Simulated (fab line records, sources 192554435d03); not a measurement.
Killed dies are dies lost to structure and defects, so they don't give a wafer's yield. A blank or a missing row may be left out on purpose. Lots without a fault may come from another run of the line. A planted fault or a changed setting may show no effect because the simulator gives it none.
Chamber matching | flow n5_finfet | N5_BEOL_M13_ETCH_38 on rie_diel-03: 4 sister chambers
The step etches SiCN in CF4/N2, target depth 67.5 nm, time 71.9 s. 4 wafers are shown with their chamber, then 9 later ones without.

WAFERS WITH THEIR CHAMBER
wafer  | chamber | showerhead_plenum_p_Torr (Torr)
L088.5 | 1       | 2.32
L091.1 | 3       | 2.18
L091.2 | 0       | 2.19
L091.3 | 2       | 2.18

WAFERS WITHOUT THEIR CHAMBER
wafer  | showerhead_plenum_p_Torr (Torr)
L091.4 | 2.32
L091.5 | 2.19
L091.6 | 2.18
L090.2 | 2.19
L090.3 | 2.18
L090.4 | 2.17
L096.3 | 2.17
L096.5 | 2.18
L096.6 | 2.32

WHICH CHAMBER EACH WENT THROUGH
wafer  | from the rows above     | in truth
L091.4 | 1                       | 1
L091.5 | 0                       | 0
L091.6 | can't be placed: 2 or 3 | 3
L090.2 | 0                       | 0
L090.3 | can't be placed: 2 or 3 | 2
L090.4 | can't be placed: 2 or 3 | 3
L096.3 | can't be placed: 2 or 3 | 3
L096.5 | can't be placed: 2 or 3 | 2
L096.6 | 1                       | 1
Placed correctly: 4 of 9. Can't be placed from these rows: 5 (the true chamber is among the candidates in 5). Placed wrongly: 0.
How it was worked out, from the rows above alone: a wafer's distance from a chamber is the root of the sum, over the readings, of the square of ((its reading less the chamber's mean) divided by the reading's scatter). The wafer belongs to the nearest chamber; if the next one is less than 2 further off, it can't be placed. A chamber's mean is the mean of its shown wafers. The scatter: with one shown wafer a chamber, the root of the mean of the squares of how far each hidden wafer lies from its nearest shown one.
